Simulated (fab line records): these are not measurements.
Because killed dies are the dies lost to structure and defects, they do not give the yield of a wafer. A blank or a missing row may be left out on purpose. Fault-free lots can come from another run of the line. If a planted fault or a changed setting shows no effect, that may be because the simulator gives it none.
fab line records    flow nandHarc
[record] lots = 13  wafers = 37  lastDay = 34
route steps=1302 shown A_CHANNEL_FILL_D1@499 A_BONDPAD@1204 THIN_TSV@1261 END@1302
lots that met no fault: taken from a fault-free run of the same line
startH: the number of hours between the record's first day and the start of the first shown wafer of the lot    waitH: time in hours since the lot's previous step    " same as the row above    L1.1+2: several wafers, shown together as one row    - no value, or no start given    * or withheld: withheld    < > ~ a bound
route shown NAME@n: a module of which the file shows steps, and the number in the route of the first    usual: average and standard deviation across the fault-free wafers    same: alike in all rows    chamber/n: place in a boat    sites: per-site readings    _std_site: the standard deviation of these    _edge_site: the outer-site mean with the inner-site mean subtracted    radiusMm: how far each site lies from the wafer's centre    mask NAME#n: copy n    behind: the last tool/chamber to shape the wafer    hold: cause of the lot's hold/its duration in hours/its outcome    device: names the non-switching transistor (n, p or np)    end of line: the route-end tests of the same wafers    a step without rows: its recipe alone    killed: dies that structure and defects cost at the first sort, which is not the same as the wafer's yield    map: the dies of a wafer, with x for killed, . for not killed, _ for no die there
set.NAME: the setting the step ran with; set.NAME@STEP: the setting that earlier step ran with    model.NAME: the simulator's own value behind a step, which no gauge read
the route's steps for a sample of lots (tables are steps, rows are wafers)
services: when a tool's chamber went out of use (startH, in hours from the record's first day, below 0 if earlier), for how many hours, and the reason
[[steps]]
[step NHARC_A_CHANNEL_FILL_D1_ETCHBACK_19]
[recipe] targetDepthA = 50  timeS = 1.7  hbrFlowSccm = 150  cl2FlowSccm = 50  rfW = 400  icpW = 400  biasW = 100  chemistry = HBr/Cl2
[usual] drypumpMotorCurrentA = 5.9/0.41  mfcCl2Sccm = 49.98/0.15  oesProductAu = 1.000/0.0086  throttleValvePct = 26.406/0.0096
lot.wafer  tool      chamber  startH  waitH  drypumpMotorCurrentA  mfcCl2Sccm  oesProductAu  rfHoursCounterH  throttleValvePct
L836.2     rieSi-01  3        214.53  0.4    6.2                   49.85       0.998         0.08             26.395
L836.4     "         0        "       "      5.5                   50.04       1.006         0.04             26.404
L836.5     "         3        "       "      6.2                   50.00       0.997         -                26.416
L837.3     rieSi-04  3        226.31  0.4    5.9                   49.95       1.009         0.31             26.411
L837.2     "         0        "       "      5.7                   49.94       1.002         0.26             26.393
L837.5     "         0        "       "      5.7                   50.03       1.000         -                26.421
L838.2     rieSi-01  3        234.43  0.4    6.2                   49.92       1.003         0.24             26.392
L838.1     "         0        "       "      5.4                   50.31       1.002         0.21             26.403
L838.4     "         1        "       "      6.1                   50.15       0.981         0.15             26.409
L841.2     rieSi-06  3        275.47  0.4    6.3                   49.86       0.988         0.06             26.403
L841.4     "         1        "       "      6.1                   50.02       0.998         0.13             26.415
L841.6     "         0        "       "      5.2                   49.81       1.009         -                26.427
L844.2     rieSi-04  3        297.62  0.4    5.9                   50.07       0.997         0.79             26.394
L844.5     "         0        "       "      5.7                   49.99       1.003         -                26.427
L844.6     "         1        "       "      6.2                   49.95       0.994         -                26.400
L845.1     rieSi-04  2        307.33  0.4    5.0                   49.87       0.988         0.95             26.406
L845.4     "         0        "       "      5.7                   50.03       1.001         0.74             26.393
L845.6     "         1        "       "      6.3                   49.87       0.996         -                26.417
L847.2     rieSi-01  3        318.84  0.4    6.2                   49.99       1.005         0.65             26.399
L847.3     "         3        "       "      6.2                   50.08       0.996         -                26.420
L847.5     "         3        "       "      6.3                   49.92       1.005         -                26.417
L848.3     rieSi-01  3        333.94  0.4    6.2                   50.08       0.992         0.71             26.393
L848.2     "         2        "       "      6.0                   49.91       0.986         0.70             26.421
L848.6     "         3        "       "      6.2                   50.26       0.987         -                26.407
L852.2     rieSi-06  0        373.89  0.4    5.2                   50.05       1.009         0.62             26.393
L852.1     "         2        "       "      6.1                   49.97       1.006         0.82             26.417
L852.6     "         0        "       "      5.2                   49.72       1.004         -                26.414
L854.1     rieSi-04  1        395.67  0.4    6.2                   50.05       1.009         0.31             26.416
L854.2     "         2        "       "      5.0                   50.04       0.997         0.35             26.397
L854.6     "         1        "       "      6.2                   50.01       1.010         -                26.418
L855.2     rieSi-06  2        402.12  0.4    6.2                   50.14       0.996         0.93             26.395
L855.4     "         3        "       "      6.3                   49.78       0.987         0.88             26.405
L855.3     "         0        "       "      5.2                   49.92       0.994         0.84             26.407
L857.1     rieSi-04  3        424.52  0.4    5.9                   50.02       1.015         0.48             26.406
L857.5     "         0        "       "      5.7                   50.11       1.004         -                26.417
L858.1     rieSi-04  1        434.24  0.4    6.2                   49.94       1.005         0.68             26.392
L858.4     "         2        "       "      5.0                   50.07       0.997         0.60             26.418
[step NHARC_A_BONDPAD_THK_MEAS_30]
[recipe] thkMeasGauge = ellipsometry
[usual] thkNm = 200.6/1.6
lot.wafer  tool          chamber  startH  waitH  thkNm
L836.2     filmMetro-01  -        534.80  0.2    200.9
L836.4     "             -        "       "      202.2
L836.5     "             -        "       "      198.7
L838.1     filmMetro-01  -        554.86  0.2    199.3
L838.2     "             -        "       "      199.7
L838.4     "             -        "       "      201.4
L837.2     filmMetro-02  -        556.04  0.2    200.5
L837.3     "             -        "       "      197.8
L837.5     "             -        "       "      197.4
L841.2     filmMetro-01  -        605.46  0.2    200.4
L841.4     "             -        "       "      200.6
L841.6     "             -        "       "      200.2
L844.2     filmMetro-01  -        614.40  0.2    199.1
L844.5     "             -        "       "      198.9
L844.6     "             -        "       "      202.0
L845.1     filmMetro-02  -        619.86  0.2    200.9
L845.4     "             -        "       "      199.9
L845.6     "             -        "       "      201.7
L847.2     filmMetro-02  -        637.89  0.2    200.3
L847.3     "             -        "       "      199.3
L847.5     "             -        "       "      197.8
L848.2     filmMetro-02  -        641.99  0.2    201.8
L848.3     "             -        "       "      198.0
L848.6     "             -        "       "      199.5
L852.1     filmMetro-01  -        688.51  0.2    200.1
L852.2     "             -        "       "      202.1
L852.6     "             -        "       "      200.3
L854.1     filmMetro-02  -        709.85  0.2    202.4
L854.2     "             -        "       "      198.8
L854.6     "             -        "       "      202.1
L855.2     filmMetro-01  -        726.75  0.2    199.5
L855.3     "             -        "       "      200.9
L855.4     "             -        "       "      200.7
L857.5     filmMetro-02  -        754.84  0.1    199.5
[step NHARC_THIN_TSV_DESCUM_14]
[recipe] timeS = 3  o2FlowSccm = 200  arFlowSccm = 0  biasPowerW = 0  chemistry = O2
[usual] drypumpMotorCurrentA = 5.8/0.39  mfcArSccm = 0.012/0.0093  oesProductAu = 1.001/0.0081  rfVppV = 58.1/0.84  showerheadPlenumPTorr = 1.97/0.042  throttleValvePct = 11.312/0.0091
lot.wafer  tool        chamber  startH  waitH  drypumpMotorCurrentA  mfcArSccm  oesProductAu  rfHoursCounterH  rfVppV  showerheadPlenumPTorr  throttleValvePct
L836.2     rieDiel-07  3        550.81  -      6.2                   0.023      0.996         5.8              57.5    2.01                   11.313
L836.5     "           0        "       "      6.0                   0.012      1.003         -                58.0    1.95                   11.324
L836.4     "           1        "       "      5.7                   0          0.998         -                59.1    1.98                   11.300
L837.3     rieDiel-07  0        571.61  -      6.0                   0.012      1.000         6.0              58.6    1.95                   11.309
L837.2     "           1        "       "      5.7                   0          0.993         5.9              56.6    1.98                   11.314
L837.5     "           0        "       "      6.0                   0.012      1.000         -                56.8    1.95                   11.311
L838.1     rieDiel-06  2        572.72  -      5.2                   0.010      1.010         3.6              58.5    1.98                   11.320
L838.2     "           3        "       "      5.8                   0.004      0.992         3.2              57.4    1.96                   11.313
L838.4     "           0        "       "      6.3                   0.011      0.995         1.8              60.0    1.97                   11.293
L841.2     rieDiel-06  2        621.24  -      5.2                   0.010      0.995         5.1              59.7    1.98                   11.303
L841.4     "           1        "       "      6.2                   0.014      0.995         5.0              57.6    1.98                   11.324
L841.6     "           3        "       "      5.7                   0.004      0.991         -                57.1    1.96                   11.303
L844.2     rieDiel-06  2        633.70  -      5.2                   0.010      0.996         6.3              58.6    1.98                   11.315
L844.6     "           3        "       "      5.8                   0.004      0.996         -                57.8    1.96                   11.303
L844.5     "           0        "       "      6.3                   0.011      1.005         -                58.0    1.97                   11.304
L845.1     rieDiel-06  1        634.86  -      6.2                   0.014      0.998         6.7              58.9    1.98                   11.314
L845.4     "           3        "       "      5.7                   0.004      0.991         6.4              58.1    1.96                   11.327
L845.6     "           0        "       "      6.3                   0.011      0.996         -                57.4    1.97                   11.324
L847.2     rieDiel-06  1        653.41  -      6.2                   0.014      0.992         7.4              57.2    1.98                   11.317
L847.3     "           2        "       "      5.2                   0.010      0.994         7.2              58.1    1.98                   11.316
L847.5     "           3        "       "      5.8                   0.004      1.004         -                57.2    1.96                   11.329
L848.3     rieDiel-06  0        659.10  -      6.3                   0.011      1.003         6.3              57.0    1.97                   11.303
L848.2     "           2        "       "      5.2                   0.010      1.014         7.7              58.2    1.98                   11.323
L848.6     "           0        "       "      6.3                   0.011      1.003         -                57.9    1.97                   11.299
L852.2     rieDiel-06  0        705.83  -      6.3                   0.011      1.004         1.9              57.2    1.97                   11.301
L852.1     "           1        "       "      6.2                   0.014      1.012         1.9              57.5    1.98                   11.311
L852.6     "           0        "       "      6.3                   0.011      0.996         -                57.7    1.97                   11.310
L854.1     rieDiel-03  2        726.67  -      6.0                   0.004      1.001         4.6              57.7    2.05                   11.312
L854.2     "           0        "       "      5.5                   0          1.009         5.7              57.0    1.85                   11.308
L854.6     "           2        "       "      6.0                   0.004      1.001         -                57.7    2.05                   11.328
L855.4     rieDiel-06  3        746.84  -      5.8                   0.004      0.997         2.9              57.8    1.96                   11.296
L855.3     "           0        "       "      6.3                   0.011      1.002         3.4              58.4    1.97                   11.307
L855.2     "           2        "       "      5.2                   0.010      0.998         2.8              58.5    1.98                   11.315
L857.5     rieDiel-06  3        771.16  -      5.8                   0.004      0.993         -                56.9    1.96                   11.322
[step NHARC_THIN_TSV_CMP_21]
[recipe] tOverpolishS = 30  targetThkNm = 2000
[usual] edgeZonePressureFrac = 1.000/0.0053  motorCurrentA = 11.9/1.1  overpolishRunS = 30.001/0.0094  retainingRingPressureFrac = 1.000/0.0051
lot.wafer  tool    chamber  startH  waitH  edgeZonePressureFrac  motorCurrentA  overpolishRunS  retainingRingPressureFrac
L836.4     cmp-02  3        555.18  -      1.005                 14.0           30.004          1.001
L836.2     "       0        "       "      1.001                 12.8           30.004          1.008
L836.5     "       2        "       "      0.986                 11.0           30.000          0.997
L837.2     cmp-04  1        576.01  -      0.999                 13.3           29.989          1.006
L837.3     "       3        "       "      0.997                 11.6           29.998          1.001
L837.5     "       1        "       "      1.000                 13.9           29.999          1.009
L838.4     cmp-01  0        576.88  -      1.004                 10.8           30.011          0.997
L838.1     "       2        "       "      1.011                 12.6           29.997          0.999
L838.2     "       3        "       "      1.001                 11.2           30.000          1.000
L841.2     cmp-01  0        625.43  -      0.999                 11.0           30.011          0.996
L841.4     "       1        "       "      0.995                 12.5           29.999          1.006
L841.6     "       3        "       "      1.005                 11.2           29.983          1.003
L844.2     cmp-02  0        638.13  -      1.001                 12.9           29.994          0.995
L844.5     "       1        "       "      0.997                 12.9           30.004          1.009
L844.6     "       2        "       "      1.002                 10.9           30.008          0.995
L845.1     cmp-01  0        639.53  -      1.000                 11.2           29.985          1.004
L845.4     "       1        "       "      0.992                 12.2           29.989          0.999
L845.6     "       1        "       "      0.999                 12.1           30.020          1.001
L847.2     cmp-02  3        657.60  -      0.992                 13.4           30.009          1.002
L847.3     "       0        "       "      0.997                 12.6           30.004          1.000
L847.5     "       1        "       "      1.008                 12.8           29.999          1.001
L848.2     cmp-04  0        663.24  -      1.007                 10.4           30.003          0.998
L848.3     "       2        "       "      0.996                 10.5           30.011          1.006
L848.6     "       1        "       "      1.001                 12.9           30.003          1.000
L852.1     cmp-04  0        710.00  -      0.999                 9.8            29.992          1.004
L852.2     "       2        "       "      0.991                 10.0           30.009          1.006
L852.6     "       3        "       "      1.006                 11.4           30.004          1.000
L854.2     cmp-01  1        730.81  -      0.989                 12.0           30.004          1.002
L854.1     "       0        "       "      1.000                 11.6           29.991          1.005
L854.6     "       2        "       "      1.003                 13.3           29.995          0.996
L855.2     cmp-02  3        751.08  -      1.012                 12.9           30.003          0.999
L855.4     "       0        "       "      1.008                 13.0           29.999          0.995
L855.3     "       1        "       "      1.002                 13.1           29.988          0.987
L857.5     cmp-04  3        775.63  -      1.001                 11.5           29.993          1.004
[step NHARC_END_SORT_01]
[recipe] tempC = 25
[usual] killedAtArray = 52/17  killedAtOther = 0.9/1.2  killedAtPeriphery = 3.9/2.7  killedDies = 57/16  killedOpen = 3.3/1.9  killedShort = 2.5/1.5
[same] grossDies = 677
lot.wafer  tool       chamber  startH  waitH  killedAtArray  killedAtOther  killedAtPeriphery  killedDies  killedOpen  killedShort
L857.1     prober-02  0        789.69  2.5    672            0              5                  677         2           2
L857.5     prober-02  0        792.88  3.7    37             0              4                  41          7           2
L858.1     prober-01  0        813.76  2.5    675            0              2                  677         3           3
L858.4     prober-01  0        816.21  3.5    675            0              2                  677         1           0
// killed by level:class
L857.1 A_CHANNEL_FILL_D1:areaEtchback=648 A_SLIT:chamberFilmFlake=13 A_STAIRCASE:chamberFilmFlake=4 P_GATE:chamberFilmFlake=2 A_CONTACT:chamberFilmFlake=2 P_M0:geometricParticle:open=1 A_ONON_D2:geometricParticle:short=1 A_SGD_CUT:geometricParticle:short=1
L857.5 A_SLIT:chamberFilmFlake=13 A_STAIRCASE:chamberFilmFlake=4 A_M0:chamberFilmFlake=4 A_CHANNEL_HOLE_D1:unspecified=3 A_CONTACT:chamberFilmFlake=3 A_WL_FILL:geometricParticle:open=2 A_CHANNEL_HOLE_D1:chamberFilmFlake=2 P_GATE:geometricParticle:open=1
L858.1 A_CHANNEL_FILL_D1:areaEtchback=622 A_CHANNEL_HOLE_D2:chamberFilmFlake=21 A_CHANNEL_HOLE_D1:chamberFilmFlake=9 A_SLIT:chamberFilmFlake=9 A_CONTACT:chamberFilmFlake=4 A_CHANNEL_FILL_D2:geometricParticle:open=2 A_STAIRCASE:chamberFilmFlake=2 P_STI:geometricParticle:short=1
L858.4 A_CHANNEL_FILL_D1:areaEtchback=629 A_CHANNEL_HOLE_D2:chamberFilmFlake=25 A_SLIT:chamberFilmFlake=13 A_CHANNEL_HOLE_D1:chamberFilmFlake=3 P_GATE:chamberFilmFlake=2 A_CONTACT:chamberFilmFlake=2 A_STAIRCASE:chamberFilmFlake=2 A_ONON_D2:geometricParticle:open=1
[[services]]
tool        chamber  startH  hours  kind
rieSi-01    -        193.00  9.0    pm
rieDiel-06  -        210.26  0.9    repair
cmp-01      -        232.42  0.3    repair
cmp-02      -        232.66  4.0    pm
rieSi-01    2        239.97  2.9    repair
rieDiel-06  1        253.53  1.3    repair
cmp-01      -        259.82  4.5    repair
rieDiel-06  -        307.20  9.0    pm
rieSi-04    -        342.00  9.0    pm
rieSi-04    0        358.20  8.5    repair
rieDiel-06  -        426.40  0.3    repair
rieDiel-06  -        484.20  9.0    pm
rieDiel-06  0        496.37  5.7    repair
rieDiel-06  0        517.01  16.4   repair
rieSi-04    -        519.00  9.0    pm
rieDiel-06  0        585.63  6.0    repair
rieDiel-06  3        612.88  6.3    repair
rieSi-04    0        615.35  1.4    repair
rieDiel-06  3        644.62  5.8    repair
rieDiel-06  -        661.20  9.0    pm
rieDiel-06  -        670.89  0.3    repair
rieSi-04    -        696.00  9.0    pm
rieSi-04    -        746.51  0.1    repair
rieDiel-06  -        765.45  0.1    repair
[[key]]
[firstSign] step = NHARC_END_SORT_01  reading = killedDies  direction = up  sigmas = 38  usual = 57  struck = 677
[effect] step = NHARC_END_SORT_01  reading = killedAtArray  direction = up  sigmas = 37  usual = 52  struck = 674
[moreKillsBornAt] NHARC_A_CHANNEL_FILL_D1_ETCHBACK_19@rieSi-04 = 1899
metAt NHARC_A_CHANNEL_FILL_D1_ETCHBACK_19
struckLots L857,L858
struckWafers L857.1,L858.1,L858.4
laterRowsLeftOut L857.1,L858.1,L858.4
testerLeftOut L857,L858
notActingAt NHARC_A_BONDPAD_THK_MEAS_30,NHARC_THIN_TSV_DESCUM_14,NHARC_THIN_TSV_CMP_21
onsetBetween 395.67 424.52
[fault] kind = processParameterDrift  tool = rieSi-04  chamber = -  onsetH = 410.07  steps = NHARC_A_CHANNEL_FILL_D1_ETCHBACK_19  channel = timeS  offset = *  shape = step  endH = 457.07  scope = struckWafersOnly  actsIn = *  stated = *
// testerLeftOut: of these lots the tester's yield and bins aren't shown, on N5 and GAA mostly nor the transistor test; their killed dies are dies lost to structure and defects alone, not to doping, threshold or leakage, so they don't give the yield
// laterRowsLeftOut: the simulator's readings of these wafers behind a module that went badly wrong aren't trusted and aren't shown, but for the sort
